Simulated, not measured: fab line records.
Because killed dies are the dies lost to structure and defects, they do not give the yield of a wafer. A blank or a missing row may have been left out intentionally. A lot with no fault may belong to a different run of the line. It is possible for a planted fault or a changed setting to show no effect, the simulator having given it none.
Chamber matching || flow n5Finfet || N5_SDB_HM_OPEN_20 on rieDiel-05: 4 sister chambers
The step chemistry CH3F/O2, target SiNx, stops on poly-Si, target depth 24 nm. 20 wafers are shown with their chamber, then 10 later ones without.

== WAFERS WITH THEIR CHAMBER ==
{"wafer": "L079.1", "chamber": 3, "drypumpMotorCurrentA (A)": 6.3, "showerheadPlenumPTorr (Torr)": 2.05, "rfVppV (V)": 307}
{"wafer": "L079.3", "chamber": 0, "drypumpMotorCurrentA (A)": 4.8, "showerheadPlenumPTorr (Torr)": 1.91, "rfVppV (V)": 299}
{"wafer": "L079.6", "chamber": 2, "drypumpMotorCurrentA (A)": 5.3, "showerheadPlenumPTorr (Torr)": 2.01, "rfVppV (V)": 296}
{"wafer": "L081.2", "chamber": 0, "drypumpMotorCurrentA (A)": 4.8, "showerheadPlenumPTorr (Torr)": 1.91, "rfVppV (V)": 301}
{"wafer": "L081.3", "chamber": 2, "drypumpMotorCurrentA (A)": 5.3, "showerheadPlenumPTorr (Torr)": 2.01, "rfVppV (V)": 296}
{"wafer": "L081.5", "chamber": 3, "drypumpMotorCurrentA (A)": 6.3, "showerheadPlenumPTorr (Torr)": 2.05, "rfVppV (V)": 307}
{"wafer": "L085.3", "chamber": 3, "drypumpMotorCurrentA (A)": 6.4, "showerheadPlenumPTorr (Torr)": 2.04, "rfVppV (V)": 307}
{"wafer": "L085.4", "chamber": 0, "drypumpMotorCurrentA (A)": 4.8, "showerheadPlenumPTorr (Torr)": 1.91, "rfVppV (V)": 299}
{"wafer": "L085.6", "chamber": 1, "drypumpMotorCurrentA (A)": 5.3, "showerheadPlenumPTorr (Torr)": 1.88, "rfVppV (V)": 299}
{"wafer": "L088.1", "chamber": 1, "drypumpMotorCurrentA (A)": 5.3, "showerheadPlenumPTorr (Torr)": 1.87, "rfVppV (V)": 297}
{"wafer": "L088.3", "chamber": 2, "drypumpMotorCurrentA (A)": 5.3, "showerheadPlenumPTorr (Torr)": 2.01, "rfVppV (V)": 296}
{"wafer": "L088.5", "chamber": 1, "drypumpMotorCurrentA (A)": 5.3, "showerheadPlenumPTorr (Torr)": 1.87, "rfVppV (V)": 298}
{"wafer": "L089.4", "chamber": 3, "drypumpMotorCurrentA (A)": 6.3, "showerheadPlenumPTorr (Torr)": 2.04, "rfVppV (V)": 308}
{"wafer": "L089.5", "chamber": 3, "drypumpMotorCurrentA (A)": 6.3, "showerheadPlenumPTorr (Torr)": 2.04, "rfVppV (V)": 306}
{"wafer": "L089.6", "chamber": 0, "drypumpMotorCurrentA (A)": 4.8, "showerheadPlenumPTorr (Torr)": 1.91, "rfVppV (V)": 300}
{"wafer": "L091.2", "chamber": 3, "drypumpMotorCurrentA (A)": 6.4, "showerheadPlenumPTorr (Torr)": 2.04, "rfVppV (V)": 307}
{"wafer": "L091.3", "chamber": 0, "drypumpMotorCurrentA (A)": 4.8, "showerheadPlenumPTorr (Torr)": 1.90, "rfVppV (V)": 301}
{"wafer": "L091.4", "chamber": 1, "drypumpMotorCurrentA (A)": 5.3, "showerheadPlenumPTorr (Torr)": 1.87, "rfVppV (V)": 298}
{"wafer": "L092.2", "chamber": 0, "drypumpMotorCurrentA (A)": 4.8, "showerheadPlenumPTorr (Torr)": 1.90, "rfVppV (V)": 300}
{"wafer": "L092.5", "chamber": 3, "drypumpMotorCurrentA (A)": 6.3, "showerheadPlenumPTorr (Torr)": 2.04, "rfVppV (V)": 309}

SIGNATURES (means of the wafers above)
{"reading": "drypumpMotorCurrentA", "chamber 0": 4.800, "chamber 1": 5.300, "chamber 2": 5.300, "chamber 3": 6.329, "scatter within a chamber": 0.0299}
{"reading": "showerheadPlenumPTorr", "chamber 0": 1.9067, "chamber 1": 1.8725, "chamber 2": 2.0100, "chamber 3": 2.0429, "scatter within a chamber": 0.00469}
{"reading": "rfVppV", "chamber 0": 300.00, "chamber 1": 298.00, "chamber 2": 296.00, "chamber 3": 307.29, "scatter within a chamber": 0.845}
Rule: for a wafer and a chamber, the distance is found by dividing, reading by reading, the gap between the wafer's reading and the chamber's mean by the reading's scatter, squaring, summing and taking the root. The wafer belongs to the nearest chamber; if the next one is less than 2 further off, it can't be placed. The scatter: the root of (the sum of the squares of (reading less its chamber's mean) over the shown wafers, divided by (wafers less chambers)).

== WAFERS WHOSE CHAMBER IS MISSING ==
{"wafer": "L092.6", "drypumpMotorCurrentA (A)": 5.3, "showerheadPlenumPTorr (Torr)": 2.01, "rfVppV (V)": 295}
{"wafer": "L093.2", "drypumpMotorCurrentA (A)": 4.8, "showerheadPlenumPTorr (Torr)": 1.90, "rfVppV (V)": 300}
{"wafer": "L093.4", "drypumpMotorCurrentA (A)": 5.3, "showerheadPlenumPTorr (Torr)": 2.00, "rfVppV (V)": 296}
{"wafer": "L093.5", "drypumpMotorCurrentA (A)": 6.3, "showerheadPlenumPTorr (Torr)": 2.04, "rfVppV (V)": 307}
{"wafer": "L094.1", "drypumpMotorCurrentA (A)": 4.8, "showerheadPlenumPTorr (Torr)": 1.90, "rfVppV (V)": 300}
{"wafer": "L094.4", "drypumpMotorCurrentA (A)": 5.3, "showerheadPlenumPTorr (Torr)": 2.00, "rfVppV (V)": 295}
{"wafer": "L094.6", "drypumpMotorCurrentA (A)": 6.3, "showerheadPlenumPTorr (Torr)": 2.04, "rfVppV (V)": 307}
{"wafer": "L095.1", "drypumpMotorCurrentA (A)": 4.8, "showerheadPlenumPTorr (Torr)": 1.90, "rfVppV (V)": 300}
{"wafer": "L095.3", "drypumpMotorCurrentA (A)": 5.4, "showerheadPlenumPTorr (Torr)": 2.12, "rfVppV (V)": 303}
{"wafer": "L095.4", "drypumpMotorCurrentA (A)": 6.4, "showerheadPlenumPTorr (Torr)": 2.04, "rfVppV (V)": 307}

== WHICH CHAMBER EACH WENT THROUGH ==
{"wafer": "L092.6", "from the rows above": 2, "in truth": 2}
{"wafer": "L093.2", "from the rows above": 0, "in truth": 0}
{"wafer": "L093.4", "from the rows above": 2, "in truth": 2}
{"wafer": "L093.5", "from the rows above": 3, "in truth": 3}
{"wafer": "L094.1", "from the rows above": 0, "in truth": 0}
{"wafer": "L094.4", "from the rows above": 2, "in truth": 2}
{"wafer": "L094.6", "from the rows above": 3, "in truth": 3}
{"wafer": "L095.1", "from the rows above": 0, "in truth": 0}
{"wafer": "L095.3", "from the rows above": 2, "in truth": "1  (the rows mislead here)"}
{"wafer": "L095.4", "from the rows above": 3, "in truth": 3}
9 of 10 placed correctly. Can't be placed from these rows: 0. Wrongly placed: 1.
